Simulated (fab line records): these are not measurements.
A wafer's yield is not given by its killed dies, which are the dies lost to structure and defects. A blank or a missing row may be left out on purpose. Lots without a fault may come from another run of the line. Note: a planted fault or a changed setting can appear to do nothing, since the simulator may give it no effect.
2 desks, one fault    flow n5 finfet    what lay behind the numbers comes last; until then each desk has only its own

== DESK OF THE TOOL OWNER: rie diel-03 ==
The tool's own readings at N5_BEOL_M1_ETCH_69 (etches SiARC in CF4, target depth 15.6 nm, time 26 s): means of the sampled wafers that have a number, for each lot that ran on this tool. A lot is out of limits, marked OUT, if its mean lies more than 4 standard deviations from the usual mean; the brackets give that distance.
Columns: A = drypump motor current A at N5_BEOL_M1_ETCH_69, usual 5.9 A; B = etch rf on time s at N5_BEOL_M1_ETCH_69, usual 26.0 s; C = oes product au at N5_BEOL_M1_ETCH_69, usual 0.69 a.u.; D = rf vpp V at N5_BEOL_M1_ETCH_69, usual 184.0 V; E = showerhead plenum p Torr at N5_BEOL_M1_ETCH_69, usual 2.13 Torr; F = throttle valve pct at N5_BEOL_M1_ETCH_69, usual 15.56 %
lot   first seen here  A    B                C     D      E     F
L309  day 7 00:45      5.8  26.3             0.68  184.9  2.16  15.46
L310  day 7 12:20      5.8  26.1             0.69  184.1  2.13  15.52
L316  day 8 20:59      5.6  26.2             0.68  185.1  2.19  15.53
L325  day 10 18:53     6.0  22.4 (-9.3) OUT  0.78  183.8  2.13  15.62
L326  day 11 05:43     5.6  23.1 (-7.8) OUT  0.70  183.6  2.19  15.57
L327  day 11 17:31     5.5  22.8 (-8.4) OUT  0.69  184.6  2.18  15.57
This desk finds L325, L326, L327 out of limits, L325 being first, at day 10 18:53 (etch rf on time s at N5_BEOL_M1_ETCH_69). L309, L310, L316: within limits.

== FROM THE METROLOGY DESK ==
What the gauges read, lot by lot, whatever tool the lot ran on: means of the sampled wafers that have a number. A lot is out of limits, marked OUT, if its mean lies more than 4 standard deviations from the usual mean; the brackets give that distance. Shown here are 7 of its 10 readings, the ones lying furthest out on some lot.
Columns: A = DIBL_N at N5_BEOL_M4_RC_MEAS_101, usual 36.3 mV/V; B = DIBL_P at N5_BEOL_M4_RC_MEAS_101, usual 36.3 mV/V; C = IOFF_N at N5_BEOL_M4_RC_MEAS_101, usual 0.155 nA/um; D = IOFF_P at N5_BEOL_M4_RC_MEAS_101, usual 0.211 nA/um; E = ION_N at N5_BEOL_M4_RC_MEAS_101, usual 672 uA/um; F = ION_P at N5_BEOL_M4_RC_MEAS_101, usual 462 uA/um; G = SS_P at N5_BEOL_M4_RC_MEAS_101, usual 73.3 mV/dec
lot   first seen here  A     B     C      D      E    F    G
L306  day 9 18:11      36.8  37.8  0.176  0.225  674  461  73.8
L308  day 10 03:50     35.6  37.1  0.141  0.220  672  463  72.5
L309  day 10 22:22     36.5  36.3  0.158  0.238  672  469  73.2
L310  day 11 10:13     35.8  35.2  0.157  0.188  684  463  73.3
L316  day 14 12:06     37.4  37.0  0.156  0.190  664  451  73.3
L317  day 14 23:47     35.6  34.6  0.153  0.197  666  456  73.2
L328  day 16 04:41     37.7  36.3  0.176  0.238  674  464  73.4
L326  day 16 08:40     34.6  37.2  0.159  0.238  670  471  73.2
L325  day 17 06:04     38.2  38.6  0.189  0.256  688  472  73.5
L327  day 17 17:07     36.0  35.0  0.159  0.205  674  462  73.3
This desk's finding: nothing out of limits on any of the 10 lots.

== TAKEN TOGETHER ==
At day 10 18:53, on L325, L326, L327, the tool owner's desk was in a position to raise an alarm.
The metrology desk saw nothing out of limits.
The metrology desk holds a record of L325, L326, L327, inside its limits.
All the named lots went through N5_BEOL_M1_ETCH_69 on rie diel-03.

== WHAT WAS PUT IN BY THE SIMULATOR ==
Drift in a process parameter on rie diel-03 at N5_BEOL_M1_ETCH_69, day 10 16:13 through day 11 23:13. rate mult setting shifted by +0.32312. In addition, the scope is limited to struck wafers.
Lots struck among those shown: L325, L326, L327.
Time in hours from fault onset to the first out-of-limits reading at each desk: the tool owner's desk, 3.
